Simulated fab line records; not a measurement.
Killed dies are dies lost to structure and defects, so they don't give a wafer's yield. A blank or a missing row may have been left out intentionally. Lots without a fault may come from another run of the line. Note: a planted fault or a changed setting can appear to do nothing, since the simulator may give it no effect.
Split-lot study :: flow n5 finfet :: on a route of 1938 steps: 7 lots, 39 wafers read

ABOUT THE SPLIT
At N5_HKMG_FIN_ETCH_55 (etches SOC in N2/H2, target depth 240 nm, time 300 s), the setting time s was moved away from the recipe's 300 s on 15 of the 39 wafers read, by -48.3% to +41.3%. All remaining wafers had this setting at the recipe value.

The reading comes from the split's own step.

THE READING
SiARC_of_HKMG_FIN_COAT_42.thk nm (the simulator's own value, which no gauge read), in nm, at N5_HKMG_FIN_ETCH_55 (etches SOC in N2/H2, target depth 240 nm, time 300 s). The file does not state a usual value for it. Average 21.4 nm, standard deviation 0.61 nm, over the 24 wafers here run with the recipe.

wafer: L076.2
tool, chamber at the split: rie diel-06, 3
time s as run, s: 300
against the recipe: recipe
SiARC_of_HKMG_FIN_COAT_42.thk nm, nm: 22.2
against lot-mates on the recipe: -

wafer: L076.5
tool, chamber at the split: rie diel-06, 3
time s as run, s: 300
against the recipe: recipe
SiARC_of_HKMG_FIN_COAT_42.thk nm, nm: 22.2
against lot-mates on the recipe: -

wafer: L076.6
tool, chamber at the split: rie diel-06, 0
time s as run, s: 300
against the recipe: recipe
SiARC_of_HKMG_FIN_COAT_42.thk nm, nm: 21.6
against lot-mates on the recipe: -

wafer: L080.1
tool, chamber at the split: rie diel-04, 3
time s as run, s: 300
against the recipe: recipe
SiARC_of_HKMG_FIN_COAT_42.thk nm, nm: 22
against lot-mates on the recipe: -

wafer: L080.2
tool, chamber at the split: rie diel-04, 1
time s as run, s: 423.9
against the recipe: +41.3%
SiARC_of_HKMG_FIN_COAT_42.thk nm, nm: 15.4
against lot-mates on the recipe: -6.3

wafer: L080.3
tool, chamber at the split: rie diel-04, 0
time s as run, s: 300
against the recipe: recipe
SiARC_of_HKMG_FIN_COAT_42.thk nm, nm: 21.8
against lot-mates on the recipe: -

wafer: L080.4
tool, chamber at the split: rie diel-04, 1
time s as run, s: 300
against the recipe: recipe
SiARC_of_HKMG_FIN_COAT_42.thk nm, nm: 21.4
against lot-mates on the recipe: -

wafer: L080.5
tool, chamber at the split: rie diel-04, 0
time s as run, s: 423.9
against the recipe: +41.3%
SiARC_of_HKMG_FIN_COAT_42.thk nm, nm: 16.2
against lot-mates on the recipe: -5.5

wafer: L080.6
tool, chamber at the split: rie diel-04, 3
time s as run, s: 423.9
against the recipe: +41.3%
SiARC_of_HKMG_FIN_COAT_42.thk nm, nm: 16.4
against lot-mates on the recipe: -5.3

wafer: L083.1
tool, chamber at the split: rie diel-01, 1
time s as run, s: 208.9
against the recipe: -30.4%
SiARC_of_HKMG_FIN_COAT_42.thk nm, nm: 24.8
against lot-mates on the recipe: +3.7

wafer: L083.2
tool, chamber at the split: rie diel-01, 0
time s as run, s: 300
against the recipe: recipe
SiARC_of_HKMG_FIN_COAT_42.thk nm, nm: 20.8
against lot-mates on the recipe: -

wafer: L083.3
tool, chamber at the split: rie diel-01, 3
time s as run, s: 208.9
against the recipe: -30.4%
SiARC_of_HKMG_FIN_COAT_42.thk nm, nm: 25.2
against lot-mates on the recipe: +4.1

wafer: L083.4
tool, chamber at the split: rie diel-01, 2
time s as run, s: 300
against the recipe: recipe
SiARC_of_HKMG_FIN_COAT_42.thk nm, nm: 21.8
against lot-mates on the recipe: -

wafer: L083.5
tool, chamber at the split: rie diel-01, 2
time s as run, s: 208.9
against the recipe: -30.4%
SiARC_of_HKMG_FIN_COAT_42.thk nm, nm: 25.8
against lot-mates on the recipe: +4.7

wafer: L083.6
tool, chamber at the split: rie diel-01, 3
time s as run, s: 300
against the recipe: recipe
SiARC_of_HKMG_FIN_COAT_42.thk nm, nm: 20.8
against lot-mates on the recipe: -

wafer: L084.1
tool, chamber at the split: rie diel-06, 2
time s as run, s: 155.1
against the recipe: -48.3%
SiARC_of_HKMG_FIN_COAT_42.thk nm, nm: 27
against lot-mates on the recipe: +5.4

wafer: L084.2
tool, chamber at the split: rie diel-06, 0
time s as run, s: 155.1
against the recipe: -48.3%
SiARC_of_HKMG_FIN_COAT_42.thk nm, nm: 28
against lot-mates on the recipe: +6.4

wafer: L084.3
tool, chamber at the split: rie diel-06, 3
time s as run, s: 300
against the recipe: recipe
SiARC_of_HKMG_FIN_COAT_42.thk nm, nm: 22
against lot-mates on the recipe: -

wafer: L084.4
tool, chamber at the split: rie diel-06, 1
time s as run, s: 300
against the recipe: recipe
SiARC_of_HKMG_FIN_COAT_42.thk nm, nm: 21
against lot-mates on the recipe: -

wafer: L084.5
tool, chamber at the split: rie diel-06, 3
time s as run, s: 300
against the recipe: recipe
SiARC_of_HKMG_FIN_COAT_42.thk nm, nm: 21.8
against lot-mates on the recipe: -

wafer: L084.6
tool, chamber at the split: rie diel-06, 2
time s as run, s: 155.1
against the recipe: -48.3%
SiARC_of_HKMG_FIN_COAT_42.thk nm, nm: 26.8
against lot-mates on the recipe: +5.2

wafer: L085.1
tool, chamber at the split: rie diel-01, 3
time s as run, s: 216.8
against the recipe: -27.7%
SiARC_of_HKMG_FIN_COAT_42.thk nm, nm: 24.6
against lot-mates on the recipe: +4.3

wafer: L085.2
tool, chamber at the split: rie diel-01, 0
time s as run, s: 300
against the recipe: recipe
SiARC_of_HKMG_FIN_COAT_42.thk nm, nm: 20.6
against lot-mates on the recipe: -

wafer: L085.3
tool, chamber at the split: rie diel-01, 1
time s as run, s: 300
against the recipe: recipe
SiARC_of_HKMG_FIN_COAT_42.thk nm, nm: 20
against lot-mates on the recipe: -

wafer: L085.4
tool, chamber at the split: rie diel-01, 2
time s as run, s: 216.8
against the recipe: -27.7%
SiARC_of_HKMG_FIN_COAT_42.thk nm, nm: 25.2
against lot-mates on the recipe: +4.9

wafer: L085.5
tool, chamber at the split: rie diel-01, 0
time s as run, s: 216.8
against the recipe: -27.7%
SiARC_of_HKMG_FIN_COAT_42.thk nm, nm: 24.8
against lot-mates on the recipe: +4.5

wafer: L085.6
tool, chamber at the split: rie diel-01, 1
time s as run, s: 300
against the recipe: recipe
SiARC_of_HKMG_FIN_COAT_42.thk nm, nm: 20.2
against lot-mates on the recipe: -

wafer: L088.1
tool, chamber at the split: rie diel-04, 2
time s as run, s: 300
against the recipe: recipe
SiARC_of_HKMG_FIN_COAT_42.thk nm, nm: 22
against lot-mates on the recipe: -

wafer: L088.2
tool, chamber at the split: rie diel-04, 0
time s as run, s: 300
against the recipe: recipe
SiARC_of_HKMG_FIN_COAT_42.thk nm, nm: 21.4
against lot-mates on the recipe: -

wafer: L088.3
tool, chamber at the split: rie diel-04, 3
time s as run, s: 300
against the recipe: recipe
SiARC_of_HKMG_FIN_COAT_42.thk nm, nm: 21.8
against lot-mates on the recipe: -

wafer: L088.4
tool, chamber at the split: rie diel-04, 1
time s as run, s: 300
against the recipe: recipe
SiARC_of_HKMG_FIN_COAT_42.thk nm, nm: 21
against lot-mates on the recipe: -

wafer: L088.5
tool, chamber at the split: rie diel-04, 0
time s as run, s: 300
against the recipe: recipe
SiARC_of_HKMG_FIN_COAT_42.thk nm, nm: 21.4
against lot-mates on the recipe: -

wafer: L088.6
tool, chamber at the split: rie diel-04, 1
time s as run, s: 300
against the recipe: recipe
SiARC_of_HKMG_FIN_COAT_42.thk nm, nm: 21
against lot-mates on the recipe: -

wafer: L089.1
tool, chamber at the split: rie diel-04, 0
time s as run, s: 300
against the recipe: recipe
SiARC_of_HKMG_FIN_COAT_42.thk nm, nm: 21.6
against lot-mates on the recipe: -

wafer: L089.2
tool, chamber at the split: rie diel-04, 1
time s as run, s: 383.1
against the recipe: +27.7%
SiARC_of_HKMG_FIN_COAT_42.thk nm, nm: 17.2
against lot-mates on the recipe: -4.5

wafer: L089.3
tool, chamber at the split: rie diel-04, 2
time s as run, s: 300
against the recipe: recipe
SiARC_of_HKMG_FIN_COAT_42.thk nm, nm: 22.2
against lot-mates on the recipe: -

wafer: L089.4
tool, chamber at the split: rie diel-04, 3
time s as run, s: 383.1
against the recipe: +27.7%
SiARC_of_HKMG_FIN_COAT_42.thk nm, nm: 18.2
against lot-mates on the recipe: -3.5

wafer: L089.5
tool, chamber at the split: rie diel-04, 1
time s as run, s: 383.1
against the recipe: +27.7%
SiARC_of_HKMG_FIN_COAT_42.thk nm, nm: 17
against lot-mates on the recipe: -4.7

wafer: L089.6
tool, chamber at the split: rie diel-04, 0
time s as run, s: 300
against the recipe: recipe
SiARC_of_HKMG_FIN_COAT_42.thk nm, nm: 21.4
against lot-mates on the recipe: -

FIT RESULTS
A straight line over all 39 wafers: SiARC_of_HKMG_FIN_COAT_42.thk nm changes by -0.128 nm for each +1% of time s; r = -0.98; the points scatter about the line by 0.58 nm.
The same after taking each lot's own level away (the mean of its wafers on the recipe; 39 wafers): -0.136 nm for each +1%; r = -0.98; scatter 0.55 nm.
On that fit, the largest move of time s shifts the reading by 6.6 nm.
Across the lots, their own levels run from 20.27 to 22.00 nm, a range of 2.8 times the standard deviation given above.
Hence the lot-to-lot level has little effect on the slope; both slopes agree.
Check: with one of the wafers moved furthest among these (-48.3%) left out of the fit, the line predicts +6.69 nm for it against its lot-mates. It came out at +5.4 nm against them.

THESE WAFERS: OTHER SPLITS
Other splits were also applied to these wafers ahead of the reading. Each is held against what the fit with the lots' levels taken away leaves over:
other split on the same wafers: N5_ZERO_LAYER_DEVELOP_10 develop time s
wafers away from the commonest value: 12
r with SiARC_of_HKMG_FIN_COAT_42.thk nm (lot level and that fit taken away): -0.06

other split on the same wafers: N5_FIN_SAQP_ETCH_65 time s
wafers away from the commonest value: 18
r with SiARC_of_HKMG_FIN_COAT_42.thk nm (lot level and that fit taken away): -0.08

other split on the same wafers: N5_DUMMY_GATE_HM_DEP_06 target thk a
wafers away from the commonest value: 30
r with SiARC_of_HKMG_FIN_COAT_42.thk nm (lot level and that fit taken away): -0.10

THE WHOLE CHAIN: every reading that the file lists as answering this split, in the file's order
step: N5_HKMG_FIN_ETCH_55
what it does: etches SOC in N2/H2, target depth 240 nm, time 300 s
reading: HKMG_FIN.feature depth nm (the simulator's own value, which no gauge read)
change (the file's fit): +2.35 nm for each +1% of the setting
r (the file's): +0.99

step: N5_HKMG_FIN_ETCH_55
what it does: etches SOC in N2/H2, target depth 240 nm, time 300 s
reading: etch.depth nm (the simulator's own value, which no gauge read)
change (the file's fit): +2.35 nm for each +1% of the setting
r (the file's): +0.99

step: N5_HKMG_FIN_ETCH_55
what it does: etches SOC in N2/H2, target depth 240 nm, time 300 s
reading: SiARC_of_HKMG_FIN_COAT_42.thk nm (the simulator's own value, which no gauge read)
change (the file's fit): -0.136 nm for each +1% of the setting
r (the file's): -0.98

FILE'S OWN FIT
SiARC_of_HKMG_FIN_COAT_42.thk nm changes by -0.136 nm for each +1% of time s, r = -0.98.
